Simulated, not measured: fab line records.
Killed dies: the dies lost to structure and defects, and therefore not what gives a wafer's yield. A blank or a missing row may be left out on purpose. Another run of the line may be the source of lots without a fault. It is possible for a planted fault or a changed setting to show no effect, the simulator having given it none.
Which tool did it? + flow n5Finfet + 30 wafers from 11 lots sampled at 5 of the route's 1938 steps

== WHAT THE GAUGES SHOWED, per wafer ==
N5_BEOL_M3_INSPECT_30: inspects for defects (brightfield). Usual: 387 for rawDefectCount, sd 98.
| lot  | measured     | on               | rawDefectCount | flag |
|------|--------------|------------------|----------------|------|
| L284 | day 6 21:02  | defectInspect-01 | 421 363 380    |      |
| L285 | day 7 05:20  | defectInspect-01 | 363 376        |      |
| L288 | day 7 21:11  | defectInspect-01 | 351 340 316    |      |
| L289 | day 8 00:04  | defectInspect-02 | 254 362 364    |      |
| L290 | day 8 16:16  | defectInspect-02 | 219 360 293    |      |
| L293 | day 9 13:31  | defectInspect-01 | 383 305 396    |      |
| L295 | day 9 20:24  | defectInspect-01 | 421 340        |      |
| L297 | day 10 11:00 | defectInspect-01 | 291 307        |      |
| L301 | day 11 05:20 | defectInspect-02 | 453 393 332    |      |
| L302 | day 11 11:51 | defectInspect-01 | 405 446 449    |      |
| L306 | day 12 17:52 | defectInspect-01 | 365 309 354    |      |

N5_BEOL_M3_OCD_MEAS_38. Usual: 55.3 nm for trenchDepthNm, sd 1.3.
| lot  | measured     | on     | trenchDepthNm (nm) | flag |
|------|--------------|--------|--------------------|------|
| L284 | day 7 03:39  | ocd-02 | 56.4 55.2 55.2     |      |
| L285 | day 7 08:14  | ocd-02 | 55.6 56.2          |      |
| L288 | day 8 01:25  | ocd-01 | 56.3 56.6 55.8     |      |
| L289 | day 8 06:20  | ocd-01 | 57.3 56.1 56.0     |      |
| L290 | day 8 18:02  | ocd-02 | 55.3 56.4 55.8     |      |
| L293 | day 9 14:22  | ocd-02 | 52.7 56.9 56.8     |      |
| L295 | day 9 22:44  | ocd-02 | 56.6 56.1          |      |
| L297 | day 10 16:50 | ocd-01 | 57.3 56.6          |      |
| L301 | day 11 06:28 | ocd-01 | 52.5 55.6 55.8     |      |
| L302 | day 11 19:11 | ocd-01 | 54.6 52.8 56.5     |      |
| L306 | day 12 23:27 | ocd-02 | 54.7 56.7 54.1     |      |

N5_BEOL_M4_RC_MEAS_101. Usual: DIBL_N 37.5 mV/V, standard deviation 2; DIBL_P 37.5 mV/V, standard deviation 2.5; IOFF_N 0.18 nA/um, standard deviation 0.042; IOFF_P 0.24 nA/um, standard deviation 0.046; ION_N 677 uA/um, standard deviation 15; ION_P 464 uA/um, standard deviation 9.5; SS_N 72.0 mV/dec, standard deviation 0.76; SS_P 73.6 mV/dec, standard deviation 0.79; VT_N 249 mV, standard deviation 3.5; VT_P -249 mV, standard deviation 3.2.
| lot  | measured     | on        | DIBL_N (mV/V)  | DIBL_P (mV/V)  | IOFF_N (nA/um) | IOFF_P (nA/um) | ION_N (uA/um) | ION_P (uA/um) | SS_N (mV/dec)  | SS_P (mV/dec)  | VT_N (mV)   | VT_P (mV)      | flag |
|------|--------------|-----------|----------------|----------------|----------------|----------------|---------------|---------------|----------------|----------------|-------------|----------------|------|
| L284 | day 7 17:21  | prober-01 | 40.3 36.7 37.4 | 39.7 36.9 37.3 | 0.25 0.16 0.16 | 0.27 0.23 0.23 | 677 686 690   | 458 473 473   | 73.5 71.2 72.0 | 73.8 72.4 73.4 | 245 248 250 | -249 -248 -247 |      |
| L285 | day 8 02:11  | prober-02 | 37.0 38.1      | 38.6 39.7      | 0.17 0.18      | 0.23 0.26      | 691 667       | 466 458       | 72.8 72.8      | 74.1 74.7      | 247 251     | -251 -249      |      |
| L288 | day 8 14:33  | prober-02 | 36.5 37.0 39.3 | 34.2 36.7 37.7 | 0.13 0.15 0.18 | 0.21 0.26 0.26 | 670 658 680   | 468 464 470   | 71.2 71.2 72.3 | 73.3 73.5 73.6 | 254 250 247 | -247 -248 -245 |      |
| L289 | day 9 03:02  | prober-01 | 34.2 36.0 36.8 | 34.4 37.9 38.0 | 0.15 0.18 0.20 | 0.18 0.24 0.23 | 682 670 687   | 471 457 464   | 72.3 72.0 72.0 | 73.2 73.3 74.3 | 253 247 247 | -254 -249 -251 |      |
| L290 | day 9 10:41  | prober-02 | 37.3 39.1 34.8 | 36.9 38.0 35.0 | 0.17 0.20 0.13 | 0.24 0.26 0.23 | 678 684 650   | 469 472 454   | 71.4 72.7 71.0 | 74.0 74.2 74.0 | 249 248 250 | -249 -247 -248 |      |
| L293 | day 10 05:03 | prober-02 | 38.8 38.0 39.1 | 39.8 37.3 39.7 | 0.21 0.18 0.19 | 0.29 0.24 0.28 | 691 677 667   | 475 465 468   | 71.1 71.7 71.3 | 74.3 73.2 74.1 | 243 252 247 | -242 -247 -245 |      |
| L295 | day 10 12:13 | prober-01 | 37.1 36.0      | 40.3 37.7      | 0.19 0.15      | 0.27 0.20      | 658 654       | 446 446       | 71.9 72.2      | 74.3 72.6      | 250 254     | -252 -255      |      |
| L297 | day 11 07:12 | prober-02 | 39.4 39.2      | 39.6 39.9      | 0.22 0.21      | 0.23 0.25      | 676 680       | 457 460       | 72.2 72.6      | 74.0 74.8      | 248 247     | -252 -249      |      |
| L301 | day 12 02:47 | prober-01 | 37.0 34.2 37.5 | 37.8 33.9 38.3 | 0.19 0.13 0.19 | 0.24 0.19 0.25 | 702 650 671   | 482 451 465   | 72.2 71.8 72.0 | 73.1 72.7 74.7 | 250 252 248 | -248 -251 -247 |      |
| L302 | day 12 09:40 | prober-01 | 40.8 38.5 39.0 | 40.6 36.9 38.1 | 0.23 0.18 0.19 | 0.29 0.24 0.25 | 690 655 664   | 470 457 460   | 72.2 71.7 71.6 | 74.2 73.8 73.0 | 244 249 249 | -247 -247 -247 |      |
| L306 | day 13 17:25 | prober-01 | 39.4 34.4 39.7 | 39.4 34.4 40.4 | 0.22 0.12 0.23 | 0.25 0.18 0.28 | 683 672 697   | 457 465 474   | 72.8 71.4 72.3 | 74.8 73.1 74.5 | 244 251 241 | -249 -254 -249 |      |

== TOOL THAT RAN EACH LOT (tool first, then ch and the chambers of the sampled wafers, then the start) ==
| lot  | N5_BEOL_M3_ETCH_70                | N5_BEOL_M3_STRIP_36               |
|------|-----------------------------------|-----------------------------------|
| L284 | rieDiel-03 ch 1,3, day 7 03:18    | rieDiel-03 ch 1,3, day 7 03:28    |
| L285 | rieDiel-02 ch 1,3, day 7 07:53    | rieDiel-02 ch 1,3, day 7 08:03    |
| L288 | rieDiel-02 ch 1,2, day 8 01:03    | rieDiel-02 ch 1,2, day 8 01:13    |
| L289 | rieDiel-01 ch 0,1,2, day 8 05:58  | rieDiel-01 ch 0,1,2, day 8 06:08  |
| L290 | rieDiel-01 ch 0,1, day 8 17:41    | rieDiel-01 ch 0,1, day 8 17:51    |
| L293 | rieDiel-03 ch 0,2, day 9 14:01    | rieDiel-03 ch 0,2, day 9 14:10    |
| L295 | rieDiel-01 ch 1,2, day 9 22:22    | rieDiel-01 ch 1,2, day 9 22:32    |
| L297 | rieDiel-01 ch 1,2, day 10 16:29   | rieDiel-01 ch 1,2, day 10 16:38   |
| L301 | rieDiel-01 ch 2,3, day 11 06:06   | rieDiel-01 ch 2,3, day 11 06:16   |
| L302 | rieDiel-03 ch 0,1,2, day 11 18:50 | rieDiel-03 ch 0,1,2, day 11 19:00 |
| L306 | rieDiel-02 ch 0,2,3, day 12 23:05 | rieDiel-02 ch 0,2,3, day 12 23:16 |
- N5_BEOL_M3_ETCH_70: etches SOC in N2/H2, target depth 80 nm, overetch 16 nm, time 120 s.
- N5_BEOL_M3_STRIP_36: strips in N2/H2.

== AS READ BY THE TOOLS THEMSELVES (means over the sampled wafers that have a number; for cases with no such wafer, the mark the record gives instead) ==
N5_BEOL_M3_ETCH_70. Usual: drypumpMotorCurrentA is 5.7 A with standard deviation 0.39, h2FlowSccm is 200.0 sccm with standard deviation 0.66, oesProductAu is 0.58 a.u. with standard deviation 0.059, rfVppV is 523.2 V with standard deviation 1.8, runLengthS is 143.1 s with standard deviation 0.36, showerheadPlenumPTorr is 2.52 Torr with standard deviation 0.057, and throttleValvePct is 17.9 % with standard deviation 0.32.
| lot  | tool       | drypumpMotorCurrentA (A) | h2FlowSccm (sccm) | oesProductAu (a.u.) | rfVppV (V) | runLengthS (s) | showerheadPlenumPTorr (Torr) | throttleValvePct (%) | flag |
|------|------------|--------------------------|-------------------|---------------------|------------|----------------|------------------------------|----------------------|------|
| L284 | rieDiel-03 | 6.1                      | 199.9             | 0.57                | 524.6      | 143.0          | 2.56                         | 18.0                 |      |
| L285 | rieDiel-02 | 5.5                      | 200.0             | 0.67                | 524.0      | 142.6          | 2.53                         | 17.4                 |      |
| L288 | rieDiel-02 | 5.5                      | 200.8             | 0.66                | 523.4      | 142.8          | 2.50                         | 17.7                 |      |
| L289 | rieDiel-01 | 5.8                      | 199.7             | 0.56                | 523.1      | 143.1          | 2.50                         | 17.9                 |      |
| L290 | rieDiel-01 | 5.6                      | 199.5             | 0.55                | 523.0      | 143.2          | 2.51                         | 17.8                 |      |
| L293 | rieDiel-03 | 5.9                      | 199.6             | 0.70                | 527.5      | 143.4          | 2.67                         | 17.7                 |      |
| L295 | rieDiel-01 | 5.9                      | 200.4             | 0.58                | 521.6      | 139.5          | 2.48                         | 17.9                 | OFF  |
| L297 | rieDiel-01 | 5.9                      | 200.7             | 0.58                | 520.9      | 139.8          | 2.48                         | 18.0                 | OFF  |
| L301 | rieDiel-01 | 6.0                      | 199.4             | 0.59                | 521.4      | 138.6          | 2.47                         | 18.0                 | OFF  |
| L302 | rieDiel-03 | 6.0                      | 200.4             | 0.61                | 527.8      | 143.2          | 2.65                         | 17.9                 |      |
| L306 | rieDiel-02 | 5.6                      | 200.3             | 0.55                | 523.4      | 143.1          | 2.53                         | 18.0                 |      |

N5_BEOL_M3_STRIP_36. Usual: drypumpMotorCurrentA 5.7 A, standard deviation 0.4; h2FlowSccm 200.0 sccm, standard deviation 0.62; oesProductAu 0.76 a.u., standard deviation 0.083; rfVppV 59.1 V, standard deviation 1.5; showerheadPlenumPTorr 2.51 Torr, standard deviation 0.057; throttleValvePct 23.7 %, standard deviation 0.47.
| lot  | tool       | drypumpMotorCurrentA (A) | h2FlowSccm (sccm) | oesProductAu (a.u.) | rfVppV (V) | showerheadPlenumPTorr (Torr) | throttleValvePct (%) | flag |
|------|------------|--------------------------|-------------------|---------------------|------------|------------------------------|----------------------|------|
| L284 | rieDiel-03 | 6.1                      | 199.7             | 0.75                | 60.0       | 2.56                         | 23.8                 |      |
| L285 | rieDiel-02 | 5.5                      | 200.0             | 0.89                | 60.0       | 2.51                         | 23.1                 |      |
| L288 | rieDiel-02 | 5.6                      | 200.0             | 0.87                | 59.8       | 2.49                         | 23.4                 |      |
| L289 | rieDiel-01 | 5.8                      | 200.2             | 0.72                | 58.8       | 2.49                         | 23.6                 |      |
| L290 | rieDiel-01 | 5.5                      | 199.2             | 0.72                | 61.6       | 2.51                         | 23.5                 |      |
| L293 | rieDiel-03 | 5.9                      | 199.9             | 0.91                | 58.5       | 2.66                         | 23.5                 |      |
| L295 | rieDiel-01 | 5.9                      | 200.9             | 0.72                | 58.2       | 2.48                         | 23.8                 |      |
| L297 | rieDiel-01 | 5.9                      | 199.9             | 0.73                | 58.4       | 2.48                         | 23.8                 |      |
| L301 | rieDiel-01 | 5.9                      | 200.2             | 0.73                | 59.0       | 2.47                         | 23.9                 |      |
| L302 | rieDiel-03 | 6.0                      | 200.6             | 0.81                | 60.2       | 2.64                         | 23.7                 |      |
| L306 | rieDiel-02 | 5.6                      | 200.2             | 0.72                | 59.2       | 2.53                         | 23.9                 |      |

== THE ANSWER, worked out from the rows above alone ==
Rule: take the mean of a lot's wafers that have a number; if it is more than 3 standard deviations from the usual mean, the lot is off. Also off: a lot with no number at a reading for which 4 or more lots have one. Any other lot the step has rows for is counted as sound. First the gauges in route order, then the tools' own readings, where a lot's mean is used as printed above. The first step at which some lot is off is used, and at that step the reading that is off furthest; a lot without a number counts as furthest.
Off at N5_BEOL_M3_ETCH_70 (runLengthS): L295, L297, L301.
If a tool, at that step or one of the process steps before it, ran each lot that is off and ran no sound lot following the first of them, it fits. One candidate fits, namely rieDiel-01 at N5_BEOL_M3_ETCH_70. A fault onset in the window from L290 (day 8 17:41, its last sound lot) to L295 (day 9 22:22, its first lot off) fits.
On the lots that are off, the tool's own readings at N5_BEOL_M3_ETCH_70 differ by more than 5 times the standard deviation of the sound lots' means, which bears it out; runLengthS reads 139.3 s there versus 143.1 s on the sound lots.

== WHAT THE SIMULATOR HAD INSERTED ==
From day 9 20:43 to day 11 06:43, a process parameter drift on rieDiel-01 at N5_BEOL_M3_ETCH_70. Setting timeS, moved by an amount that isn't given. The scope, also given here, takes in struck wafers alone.
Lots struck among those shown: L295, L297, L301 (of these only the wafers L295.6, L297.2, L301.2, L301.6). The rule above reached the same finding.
